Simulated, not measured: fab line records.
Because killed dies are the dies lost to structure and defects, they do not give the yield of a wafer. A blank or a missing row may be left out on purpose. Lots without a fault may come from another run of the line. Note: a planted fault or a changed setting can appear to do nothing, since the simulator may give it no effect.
The tool behind it: which one? | flow n5 finfet | Sampling: 12 lots, 36 wafers, 3 of 1938 route steps

## WHAT THE GAUGES SHOWED, per wafer
N5_BEOL_M15_THK_MEAS_50: measures by xrf. Usual: M15_THK gives 834 nm (standard deviation 20).
lot  | measured     | on            | M15_THK (nm) | flag
L220 | day 12 17:30 | film metro-02 | 810 821 811  |
L221 | day 12 19:23 | film metro-02 | 821 827 808  |
L222 | day 13 18:47 | film metro-02 | 844 830 849  |
L223 | day 13 14:01 | film metro-02 | 817 820 817  |
L226 | day 14 18:58 | film metro-02 | 849 807 813  |
L227 | day 15 08:25 | film metro-01 | 848 856 846  |
L228 | day 16 03:56 | film metro-01 | 838 829 834  |
L233 | day 17 02:07 | film metro-01 | 864 850 863  |
L238 | day 18 07:21 | film metro-02 | 846 819 844  |
L239 | day 18 03:18 | film metro-01 | 856 836 827  |
L240 | day 19 04:40 | film metro-02 | 829 829 836  |
L241 | day 19 05:07 | film metro-01 | 856 839 819  |

N5_PASSIVATION_CD_MEAS_10: target cd 3000 nm. Usual: 3000.5 nm for cd nm, sd 1.9.
lot  | measured     | on        | cd nm (nm)           | flag
L220 | day 12 22:38 | cd sem-01 | 2999.2 2999.2 3002.4 |
L221 | day 13 03:20 | cd sem-01 | 3000.7 2999.4 2997.5 |
L222 | day 14 03:29 | cd sem-02 | 3000.5 2996.5 2999.0 |
L223 | day 13 20:38 | cd sem-02 | 3000.9 3002.1 3001.8 |
L226 | day 15 03:37 | cd sem-03 | 2999.0 3000.7 3000.8 |
L227 | day 15 13:44 | cd sem-02 | 2999.7 2997.5 2998.1 |
L228 | day 16 11:25 | cd sem-03 | 3001.9 3004.0 3003.1 |
L233 | day 17 09:52 | cd sem-01 | 3002.7 3001.0 3000.7 |
L238 | day 18 13:05 | cd sem-02 | 3000.1 3001.3 2998.9 |
L239 | day 18 09:08 | cd sem-03 | 3003.0 3001.4 2999.4 |
L240 | day 19 11:45 | cd sem-02 | 3000.1 3001.9 2997.8 |
L241 | day 19 12:36 | cd sem-02 | 3002.5 3002.6 3000.5 |

## TOOL THAT RAN EACH LOT (tool first, then ch and the chambers of the sampled wafers, then the start)
lot  | N5_HKMG_FIN_PRECLEAN_83
L220 | wet bench-05 ch 2,6,7, day 4 12:50
L221 | wet bench-05 ch 1,2,4, day 4 22:29
L222 | wet bench-05 ch 3,5,6, day 5 00:17
L223 | wet bench-03 ch 1,2,3, day 5 08:06
L226 | wet bench-06 ch 3,6,7, day 6 03:00
L227 | wet bench-03 ch 1,5,6, day 6 10:20
L228 | wet bench-03 ch 4,6,7, day 6 16:49
L233 | wet bench-06 ch 0,1,4, day 7 22:06
L238 | wet bench-06 ch 2,4,5, day 9 05:38
L239 | wet bench-03 ch 1,6,7, day 9 07:44
L240 | wet bench-03 ch 3,4,5, day 9 14:24
L241 | wet bench-03 ch 3,6,7, day 9 19:25
- N5_HKMG_FIN_PRECLEAN_83: cleans in DIW, time 57.5 s.

## AS READ BY THE TOOLS THEMSELVES (means over the sampled wafers that have a number; for cases with no such wafer, the mark the record gives instead)
The record holds no such reading with a usual standard deviation.

## THE ANSWER, worked out from the rows above alone
Rule: take the mean of a lot's wafers that have a number; if it is more than 3 standard deviations from the usual mean, the lot is off. Also off: a lot with no number at a reading for which 4 or more lots have one. Where the step has rows for the other lots, those lots are counted as sound. The gauges are gone through in route order, then the tools' own readings, and for those a lot's mean is taken as printed above. At the first step where some lot is off, the reading lying furthest off is the one used; lots without a number count as furthest.
No lot is off at any reading shown: from this, nothing can be told.

## WHAT HAD BEEN PUT IN BY THE SIMULATOR
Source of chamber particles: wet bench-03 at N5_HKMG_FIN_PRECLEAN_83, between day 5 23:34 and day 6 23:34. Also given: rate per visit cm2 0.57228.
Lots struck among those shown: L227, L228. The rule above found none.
